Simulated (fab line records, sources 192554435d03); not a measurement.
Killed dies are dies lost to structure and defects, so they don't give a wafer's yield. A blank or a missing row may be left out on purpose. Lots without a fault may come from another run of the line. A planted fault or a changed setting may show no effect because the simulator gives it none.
Chamber matching | flow n5_finfet | N5_BEOL_M11_ETCH_65 on rie_diel-06: 4 sister chambers
The step etches SiARC in CF4, target depth 39 nm, time 65 s. 16 wafers are shown with their chamber, then 8 later ones without.

WAFERS WITH THEIR CHAMBER
wafer  | chamber | showerhead_plenum_p_Torr (Torr) | throttle_valve_pct (%) | oes_product_au (a.u.)
L077.1 | 3       | 2.25                            | 15.34                  | 0.72
L077.4 | 1       | 2.09                            | 15.80                  | 0.71
L077.5 | 1       | 2.09                            | 15.82                  | 0.72
L083.1 | 3       | 2.25                            | 15.34                  | 0.71
L083.2 | 1       | 2.09                            | 15.85                  | 0.69
L083.3 | 2       | 2.13                            | 15.67                  | 0.65
L087.1 | 2       | 2.13                            | 15.68                  | 0.64
L087.2 | 3       | 2.25                            | 15.38                  | 0.69
L087.5 | 3       | 2.25                            | 15.37                  | 0.69
L092.1 | 0       | 2.21                            | 15.74                  | 0.60
L092.2 | 2       | 2.13                            | 15.69                  | 0.63
L092.5 | 3       | 2.24                            | 15.41                  | 0.69
L094.3 | 2       | 2.12                            | 15.72                  | 0.63
L094.4 | 3       | 2.24                            | 15.42                  | 0.68
L094.5 | 2       | 2.12                            | 15.71                  | 0.63
L095.1 | 3       | 2.24                            | 15.41                  | 0.67

SIGNATURES (means of the wafers above)
reading                  | chamber 0 | chamber 1 | chamber 2 | chamber 3 | scatter within a chamber
showerhead_plenum_p_Torr | 2.2100    | 2.0900    | 2.1260    | 2.2457    | 0.00493
throttle_valve_pct       | 15.7400   | 15.8233   | 15.6940   | 15.3814   | 0.0284
oes_product_au           | 0.6000    | 0.7067    | 0.6360    | 0.6929    | 0.0145
Rule: a wafer's distance from a chamber is the root of the sum, over the readings, of the square of ((its reading less the chamber's mean) divided by the reading's scatter). The wafer belongs to the nearest chamber; if the next one is less than 2 further off, it can't be placed. The scatter: the root of (the sum of the squares of (reading less its chamber's mean) over the shown wafers, divided by (wafers less chambers)).

WAFERS WITHOUT THEIR CHAMBER
wafer  | showerhead_plenum_p_Torr (Torr) | throttle_valve_pct (%) | oes_product_au (a.u.)
L095.4 | 2.12                            | 15.70                  | 0.63
L095.6 | 2.24                            | 15.42                  | 0.68
L097.1 | 2.12                            | 15.72                  | 0.62
L097.3 | 2.08                            | 15.89                  | 0.67
L097.6 | 2.12                            | 15.72                  | 0.63
L096.2 | 2.21                            | 15.78                  | 0.61
L096.3 | 2.12                            | 15.71                  | 0.62
L096.4 | 2.08                            | 15.90                  | 0.67

WHICH CHAMBER EACH WENT THROUGH
wafer  | from the rows above | in truth
L095.4 | 2                   | 2
L095.6 | 3                   | 3
L097.1 | 2                   | 2
L097.3 | 1                   | 1
L097.6 | 2                   | 2
L096.2 | 0                   | 0
L096.3 | 2                   | 2
L096.4 | 1                   | 1
Placed correctly: 8 of 8. Can't be placed from these rows: 0. Placed wrongly: 0.
